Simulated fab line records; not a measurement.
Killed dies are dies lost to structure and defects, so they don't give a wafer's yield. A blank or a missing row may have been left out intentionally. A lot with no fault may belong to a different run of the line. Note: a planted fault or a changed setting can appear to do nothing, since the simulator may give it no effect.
Comparing a struck lot with a sound one + flow nand-harc + 15 out of 1302 route steps
Sound: the wafers L184.2, L184.5, L184.6. Struck: wafers L174.3, L174.5. (L174.2 of the same lot was not struck and is left out.) The cause comes at the end.
Per side, at each step with rows, come the tool, then ch with its chambers, and then its first start. Under that, the readings that differ: sound wafers + struck wafers + difference of the means + sigmas: that difference in standard deviations of wafers without a fault.
alike: readings whose means differ by less than 2 such deviations, and words and numbers that are the same on both sides. not compared: withheld readings, readings that some wafer has no value for, bounds like >300 that may hide the same value, and numbers for which the record gives no deviation and whose values overlap.
Wherever a step has rows on one side only, a row that says differs or no value, or a row with sigmas, the two part there. Non-overlapping numbers with no deviation appear without sigmas and do not part them. A reading that every wafer of one side lacks parts them only if that side has two wafers or more.

first, 2 steps without rows for these wafers: NHARC_A_CONTACT_STRIP_100 (strips in CF4/CHF3); NHARC_A_CONTACT_STRIP_101 (strips in O2/COS).
NHARC_A_CONTACT_ETCH_102: etches the open film in CF4/O2, target depth 100 nm, overetch 10 nm, time 55 s.
  sound on rie-diel-13 ch 1,2,3, day 30 13:22; struck on rie-diel-13 ch 1,2, day 25 23:46
  alike: cf4-flow-sccm, drypump-motor-current-A, oes-product-au, rf-fwd-power-W, rf-vpp-V, showerhead-plenum-p-Torr, throttle-valve-pct
  not compared: rf-hours-counter-h
NHARC_A_CONTACT_STRIP_55: strips in O2.
  sound on rie-diel-13 ch 1,2,3; struck on rie-diel-13 ch 0
  alike: drypump-motor-current-A, oes-product-au, rf-vpp-V, showerhead-plenum-p-Torr, throttle-valve-pct
  not compared: rf-hours-counter-h
then, 1 step without rows for these wafers: NHARC_A_CONTACT_STRIP_56 (strips in post etch residue remover, time 600 s).
NHARC_A_CONTACT_DEP_57: deposits aC, target thk 5300 nm.
  sound on acl-dep-02 ch 0, day 30 14:32; struck on acl-dep-03 ch 0, day 26 00:57
  alike: throttle-valve-pct
NHARC_A_CONTACT_DEP_58: deposits SiON, target thk 90 nm.
  sound on pecvd-02 ch 0,1,2, day 30 17:14; struck on pecvd-04 ch 0,1, day 26 03:38
  alike: heater-power-outer-w, heater-power-w, rf-fwd-power-W
  not compared: since-wet-clean-h
then, 5 steps without rows for these wafers: NHARC_A_CONTACT_DEHYDRATE_59 (time 120 s); NHARC_A_CONTACT_HMDS_60 (time 30 s); NHARC_A_CONTACT_COAT_61 (time 75 s); NHARC_A_CONTACT_COAT_62 (time 65 s); NHARC_A_CONTACT_COAT_63 (resist thk 90 nm).
NHARC_A_CONTACT_SOFTBAKE_64: time 55 s.
  sound on litho-track-01 ch 0, day 30 17:00; struck on litho-track-01 ch 0, day 26 03:00
| reading                  | sound                | struck        | difference | sigmas      |
|--------------------------|----------------------|---------------|------------|-------------|
| heater-power-total-W (W) | 188.36 188.35 188.67 | 323.07 323.14 | +134.65    | +99 or more |
next, for these wafers, 1 step has no rows: NHARC_A_CONTACT_EBR_65.
-- the record jumps here: 3 days lie between the struck wafers' starts before and after (it left off in module A_CONTACT and takes up again in module END, whose first step shown is number 1302 of the route) --
NHARC_END_SORT_01:
  sound on prober-01 ch 0, day 33 13:47; struck on prober-01 ch 0, day 28 16:20
| reading         | sound | struck | difference | sigmas |
|-----------------|-------|--------|------------|--------|
| killed-at-other | 2 4 2 | 0 0    | -3         | -3     |
  alike: killed-at-array, killed-at-periphery, killed-dies, killed-open, killed-short

## WHERE THEY PART
Earliest at NHARC_A_CONTACT_SOFTBAKE_64; latest, in this record, at NHARC_END_SORT_01.

WHY: what had been put in by the simulator
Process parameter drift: litho-track-01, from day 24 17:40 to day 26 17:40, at NHARC_A_CONTACT_SOFTBAKE_64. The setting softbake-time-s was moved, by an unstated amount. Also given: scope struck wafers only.
